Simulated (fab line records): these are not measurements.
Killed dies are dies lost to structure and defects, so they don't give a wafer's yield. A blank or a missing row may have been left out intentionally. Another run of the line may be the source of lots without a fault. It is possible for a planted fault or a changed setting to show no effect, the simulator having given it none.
Which tool is to blame? | flow n5 finfet | Sampling: 10 lots, 30 wafers, 5 of 1938 route steps

## WHAT THE GAUGES SHOWED, per wafer
N5_WELL_APT_CD_MEAS_08 targets a cd of 200 nm. Usual: 199.0 nm for cd nm, sd 1.9.
lot  | measured    | on        | cd nm (nm)        | flag
L716 | day 1 19:42 | cd sem-01 | 196.6 199.3 199.3 |
L717 | day 2 01:50 | cd sem-02 | 200.0 199.2 199.9 |
L725 | day 4 02:04 | cd sem-01 | 196.4 195.8 200.2 |
L726 | day 4 07:37 | cd sem-03 | 200.1 196.1 195.2 |
L727 | day 4 13:41 | cd sem-01 | 197.0 198.1 196.0 |
L730 | day 5 07:41 | cd sem-02 | 195.9 200.3 199.7 |
L731 | day 5 13:41 | cd sem-01 | 201.7 200.8 199.8 |
L732 | day 5 19:56 | cd sem-01 | 198.8 199.6 197.6 |
L734 | day 6 07:41 | cd sem-01 | 197.0 199.3 198.4 |
L738 | day 7 07:53 | cd sem-03 | 199.4 200.7 198.0 |

N5_WELL_APT_OVL_MEAS_26. Usual: PWELL_OVL 2 nm, standard deviation 5.3.
lot  | measured    | on         | PWELL_OVL (nm) | flag
L716 | day 1 20:59 | overlay-02 | -2 -2 6        |
L717 | day 2 03:07 | overlay-01 | 0 3 5          |
L725 | day 4 03:32 | overlay-02 | -1 5 3         |
L726 | day 4 08:56 | overlay-01 | 7 8 4          |
L727 | day 4 14:50 | overlay-02 | 5 12 8         |
L730 | day 5 08:51 | overlay-02 | 3 2 -4         |
L731 | day 5 14:50 | overlay-02 | 2 -1 2         |
L732 | day 5 21:05 | overlay-02 | 1 0 -1         |
L734 | day 6 09:37 | overlay-02 | 0 13 2         |
L738 | day 7 09:09 | overlay-02 | 0 7 -1         |

N5_BEOL_M4_RC_MEAS_101. Usual: CJ_P 5.72, standard deviation 0.27; DIBL_N 36.4 mV/V, standard deviation 2.7; DIBL_P 36 mV/V, standard deviation 3.2; IOFF_N 0.16 nA/um, standard deviation 0.046; IOFF_P 0.21 nA/um, standard deviation 0.055; IOFF_P_85C 3.7 nA/um, standard deviation 0.82; IOFF_P_LIN 0.100 nA/um, standard deviation 0.02; ION_N 677 uA/um, standard deviation 15; ION_P 464 uA/um, standard deviation 11; SS_N 71.5 mV/dec, standard deviation 0.79; SS_P 73.3 mV/dec, standard deviation 0.93; VT_N 250 mV, standard deviation 4.1; VT_P -251 mV, standard deviation 4.4.
lot  | measured     | on        | CJ_P           | DIBL_N (mV/V)  | DIBL_P (mV/V) | IOFF_N (nA/um) | IOFF_P (nA/um) | IOFF_P_85C (nA/um) | IOFF_P_LIN (nA/um) | ION_N (uA/um) | ION_P (uA/um) | SS_N (mV/dec)  | SS_P (mV/dec)  | VT_N (mV)   | VT_P (mV)      | flag
L716 | day 7 22:32  | prober-02 | 5.30 5.87 6.25 | 37.0 43.5 39.5 | 35 44 38      | 0.16 0.32 0.22 | 0.21 0.42 0.29 | 3.7 6.6 4.8        | 0.103 0.169 0.131  | 680 733 692   | 467 500 479   | 71.0 72.7 71.5 | 73.8 76.2 73.5 | 249 242 244 | -249 -240 -245 |
L717 | day 9 09:14  | prober-02 | 5.85 5.94 5.93 | 36.1 37.3 37.3 | 36 37 38      | 0.15 0.18 0.18 | 0.20 0.23 0.24 | 3.5 4.0 4.2        | 0.095 0.106 0.111  | 674 681 689   | 469 471 474   | 70.7 71.8 71.7 | 72.6 74.1 73.8 | 250 247 246 | -248 -250 -248 |
L725 | day 10 22:13 | prober-02 | 5.89 5.70 5.72 | 36.4 37.7 36.7 | 37 38 36      | 0.16 0.19 0.15 | 0.22 0.23 0.19 | 3.8 3.9 3.4        | 0.109 0.108 0.096  | 677 709 672   | 468 480 457   | 71.0 71.3 71.5 | 74.2 73.8 73.1 | 247 243 251 | -248 -249 -252 |
L726 | day 11 11:20 | prober-01 | 1.00 1.01 1.01 | 36.4 35.7 35.9 | 51 46 42      | 0.17 0.15 0.18 | 1.40 0.72 0.48 | 18.1 10.3 7.3      | 0.249 0.182 0.167  | 683 678 695   | 486 485 496   | 71.5 71.1 71.2 | 85.4 79.9 75.3 | 248 249 246 | -238 -241 -243 | OFF
L727 | day 11 09:40 | prober-02 | 0.99 0.99 0.99 | 35.0 33.4 32.7 | 36 43 43      | 0.17 0.15 0.13 | 0.24 0.55 0.56 | 4.0 7.9 8.1        | 0.114 0.155 0.152  | 704 691 668   | 486 484 473   | 71.3 70.3 70.5 | 73.8 78.2 79.9 | 246 246 249 | -245 -243 -247 | OFF
L730 | day 12 11:10 | prober-01 | 5.50 5.74 5.72 | 34.2 35.1 39.3 | 34 34 39      | 0.13 0.13 0.24 | 0.17 0.17 0.25 | 3.0 3.1 4.2        | 0.086 0.088 0.114  | 651 663 680   | 447 452 458   | 71.6 70.4 72.6 | 73.1 72.6 73.8 | 251 252 247 | -252 -252 -247 |
L731 | day 12 02:02 | prober-01 | 5.45 6.08 6.08 | 36.6 40.7 37.0 | 38 43 40      | 0.16 0.25 0.16 | 0.19 0.26 0.21 | 3.4 4.3 3.6        | 0.091 0.109 0.095  | 692 694 668   | 463 461 454   | 71.7 72.5 70.8 | 73.7 74.8 73.7 | 248 247 254 | -253 -250 -254 |
L732 | day 12 21:01 | prober-01 | 5.22 5.78 5.56 | 40.7 42.5 36.0 | 40 44 35      | 0.20 0.25 0.13 | 0.23 0.31 0.17 | 4.0 5.0 3.1        | 0.103 0.124 0.085  | 690 694 677   | 462 476 467   | 72.2 72.7 70.9 | 73.8 75.2 72.6 | 249 246 253 | -250 -247 -253 |
L734 | day 13 05:12 | prober-02 | 5.66 5.73 5.27 | 36.9 37.6 37.0 | 38 37 36      | 0.17 0.17 0.17 | 0.24 0.24 0.22 | 4.2 4.0 3.9        | 0.113 0.108 0.104  | 689 675 676   | 475 466 454   | 71.3 72.1 71.6 | 74.3 74.6 74.0 | 247 249 248 | -247 -248 -247 |
L738 | day 14 07:26 | prober-01 | 5.10 6.03 5.75 | 28.6 32.5 32.1 | 29 32 33      | 0.06 0.11 0.11 | 0.09 0.12 0.13 | 1.9 2.3 2.4        | 0.053 0.064 0.067  | 633 658 677   | 435 440 462   | 70.3 71.0 70.6 | 70.7 71.9 71.7 | 264 256 253 | -265 -259 -259 |

## WHAT TOOL EACH LOT RAN ON (gives the tool, then ch and the chambers of the sampled wafers, and finally the start)
lot  | N5_ZERO_LAYER_ETCH_17             | N5_WELL_APT_IMPLANT_15
L716 | rie diel-02 ch 0,3, day 1 18:52   | implanter-01 ch 0, day 1 20:04
L717 | rie diel-03 ch 0,3, day 2 01:00   | implanter-01 ch 0, day 2 02:26
L725 | rie diel-05 ch 0,2,3, day 4 01:05 | implanter-02 ch 0, day 4 02:37
L726 | rie diel-05 ch 1,2,3, day 4 06:46 | implanter-01, day 4 08:10
L727 | rie diel-03 ch 0,2,3, day 4 12:50 | implanter-01, day 4 14:07
L730 | rie diel-05 ch 0,2,3, day 5 06:43 | implanter-01 ch 0, day 5 08:03
L731 | rie diel-02 ch 0,2, day 5 12:50   | implanter-01 ch 0, day 5 14:05
L732 | rie diel-03 ch 1,2,3, day 5 18:43 | implanter-02 ch 0, day 5 20:22
L734 | rie diel-05 ch 1,2, day 6 06:43   | implanter-01 ch 0, day 6 08:52
L738 | rie diel-03 ch 0,1, day 7 06:50   | implanter-01 ch 0, day 7 08:21
- N5_ZERO_LAYER_ETCH_17: etches SiO2 in CF4, target depth 12 nm, time 13.3 s.
- N5_WELL_APT_IMPLANT_15

## WHAT THE TOOLS THEMSELVES READ (means of the sampled wafers that have a number; where no wafer has one, the mark that the record gives instead)
N5_ZERO_LAYER_ETCH_17. Usual: drypump motor current A 5.8 A, standard deviation 0.57; oes product au 0.75 a.u., standard deviation 0.058; rf vpp V 950 V, standard deviation 3.8; showerhead plenum p Torr 2.17 Torr, standard deviation 0.059; throttle valve pct 15.71 %, standard deviation 0.25.
lot  | tool        | drypump motor current A (A) | oes product au (a.u.) | rf vpp V (V) | showerhead plenum p Torr (Torr) | throttle valve pct (%) | flag
L716 | rie diel-02 | 5.9                         | 0.72                  | 953          | 2.22                            | 15.63                  |
L717 | rie diel-03 | 5.2                         | 0.75                  | 952          | 2.20                            | 15.78                  |
L725 | rie diel-05 | 6.4                         | 0.76                  | 949          | 2.15                            | 15.55                  |
L726 | rie diel-05 | 5.9                         | 0.73                  | 951          | 2.19                            | 15.71                  |
L727 | rie diel-03 | 5.6                         | 0.71                  | 951          | 2.19                            | 15.94                  |
L730 | rie diel-05 | 6.4                         | 0.75                  | 949          | 2.15                            | 15.58                  |
L731 | rie diel-02 | 5.4                         | 0.71                  | 949          | 2.15                            | 15.71                  |
L732 | rie diel-03 | 5.4                         | 0.74                  | 952          | 2.20                            | 15.91                  |
L734 | rie diel-05 | 6.2                         | 0.74                  | 951          | 2.15                            | 15.62                  |
L738 | rie diel-03 | 5.5                         | 0.86                  | 947          | 2.13                            | 15.88                  |

N5_WELL_APT_IMPLANT_15. Usual: beam energy keV 24.999, standard deviation 0.0088; beam on s 9.98 s, standard deviation 0.21.
lot  | tool         | beam energy keV | beam on s (s) | flag
L716 | implanter-01 | 25.006          | 9.92          |
L717 | implanter-01 | 24.995          | 10.08         |
L725 | implanter-02 | 24.999          | 9.98          |
L726 | implanter-01 | -               | -             | OFF
L727 | implanter-01 | -               | -             | OFF
L730 | implanter-01 | 24.995          | 9.92          |
L731 | implanter-01 | 25.006          | 9.96          |
L732 | implanter-02 | 24.984          | 9.93          |
L734 | implanter-01 | 25.000          | 10.16         |
L738 | implanter-01 | 24.985          | 10.16         |

## THE ANSWER, worked out from the rows above alone
Rule: take the mean of a lot's wafers that have a number; if it is more than 3 standard deviations from the usual mean, the lot is off. Also off: a lot with no number at a reading for which 4 or more lots have one. The other lots that the step has rows for count as sound. The gauges are gone through in route order, then the tools' own readings, and for those a lot's mean is taken as printed above. At the first step where some lot is off, the reading lying furthest off is the one used; lots without a number count as furthest.
Off: L726, L727, seen at N5_BEOL_M4_RC_MEAS_101 (CJ_P).
If a tool, at a process step before that reading, ran all the lots that are off and no sound lot after the first of them, it fits. The gauges at N5_BEOL_M4_RC_MEAS_101 aren't tried: what is off there is off at N5_WELL_APT_IMPLANT_15 too, on other tools, and a gauge's error can't cause that. Of those tried, none fits.

## WHAT THE SIMULATOR HAD PUT IN
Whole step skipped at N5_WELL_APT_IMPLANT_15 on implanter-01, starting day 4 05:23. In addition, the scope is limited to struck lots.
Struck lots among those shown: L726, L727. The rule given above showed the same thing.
